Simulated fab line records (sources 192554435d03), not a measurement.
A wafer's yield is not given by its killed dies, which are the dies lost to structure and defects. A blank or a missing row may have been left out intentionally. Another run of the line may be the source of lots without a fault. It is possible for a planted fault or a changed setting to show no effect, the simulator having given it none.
Matching of chambers :: flow n5Finfet :: aldMetal-03 running N5_HKMG_FIN_ALD_91: 4 sister chambers
The step deposits TiN, target thk 1 nm, pulse time 1 s, purge time 3 s. 14 wafers are shown with their chamber, then 7 later ones without.

== WAFERS PAIRED WITH THEIR CHAMBERS ==
wafer: L079.1
chamber: 3
heaterPowerW (W): 979
precursorPulseHeightRel: 0.957

wafer: L079.2
chamber: 1
heaterPowerW (W): 827
precursorPulseHeightRel: 0.995

wafer: L079.6
chamber: 3
heaterPowerW (W): 1000
precursorPulseHeightRel: 1.014

wafer: L080.1
chamber: 0
heaterPowerW (W): 840
precursorPulseHeightRel: 1.006

wafer: L080.2
chamber: 2
heaterPowerW (W): 843
precursorPulseHeightRel: 0.986

wafer: L080.5
chamber: 3
heaterPowerW (W): 950
precursorPulseHeightRel: 0.975

wafer: L081.2
chamber: 3
heaterPowerW (W): 975
precursorPulseHeightRel: 1.021

wafer: L081.3
chamber: 2
heaterPowerW (W): 860
precursorPulseHeightRel: 0.985

wafer: L081.4
chamber: 1
heaterPowerW (W): 816
precursorPulseHeightRel: 1.002

wafer: L091.1
chamber: 0
heaterPowerW (W): 837
precursorPulseHeightRel: 0.986

wafer: L091.3
chamber: 3
heaterPowerW (W): 979
precursorPulseHeightRel: 0.956

wafer: L091.6
chamber: 3
heaterPowerW (W): 966
precursorPulseHeightRel: 1.016

wafer: L093.2
chamber: 1
heaterPowerW (W): 827
precursorPulseHeightRel: 1.016

wafer: L093.4
chamber: 3
heaterPowerW (W): 997
precursorPulseHeightRel: 1.025

SIGNATURES, as means of the wafers listed above
reading: heaterPowerW
chamber 0: 838.50
chamber 1: 823.33
chamber 2: 851.50
chamber 3: 978.00
scatter within a chamber: 14.2

reading: precursorPulseHeightRel
chamber 0: 0.99600
chamber 1: 1.00433
chamber 2: 0.98550
chamber 3: 0.99486
scatter within a chamber: 0.0248
Rule: for a wafer and a chamber, the distance is found by dividing, reading by reading, the gap between the wafer's reading and the chamber's mean by the reading's scatter, squaring, summing and taking the root. If the next closest chamber is less than 2 further off than the closest, the wafer can't be placed; otherwise it belongs to the closest. The scatter: take each reading less its chamber's mean, square it, sum over the shown wafers, divide by the number of wafers less the number of chambers, and take the root.

== WAFERS WHOSE CHAMBER IS MISSING ==
wafer: L093.6
heaterPowerW (W): 835
precursorPulseHeightRel: 1.002

wafer: L094.1
heaterPowerW (W): 874
precursorPulseHeightRel: 0.973

wafer: L094.5
heaterPowerW (W): 875
precursorPulseHeightRel: 1.011

wafer: L094.6
heaterPowerW (W): 807
precursorPulseHeightRel: 1.011

wafer: L097.2
heaterPowerW (W): 844
precursorPulseHeightRel: 1.010

wafer: L097.3
heaterPowerW (W): 819
precursorPulseHeightRel: 1.015

wafer: L097.5
heaterPowerW (W): 828
precursorPulseHeightRel: 1.016

== EACH ONE'S CHAMBER ==
wafer: L093.6
from the rows above: can't be placed: 0 or 1 or 2
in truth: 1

wafer: L094.1
from the rows above: can't be placed: 2 or 0
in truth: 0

wafer: L094.5
from the rows above: can't be placed: 2 or 0 or 1
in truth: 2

wafer: L094.6
from the rows above: can't be placed: 1 or 0
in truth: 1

wafer: L097.2
from the rows above: can't be placed: 0 or 2 or 1
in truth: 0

wafer: L097.3
from the rows above: can't be placed: 1 or 0
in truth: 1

wafer: L097.5
from the rows above: can't be placed: 1 or 0 or 2
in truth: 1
Correctly placed: 0 of 7. From these rows, 7 cannot be placed; in 7 the true chamber is one of the candidates. 0 placed wrongly.
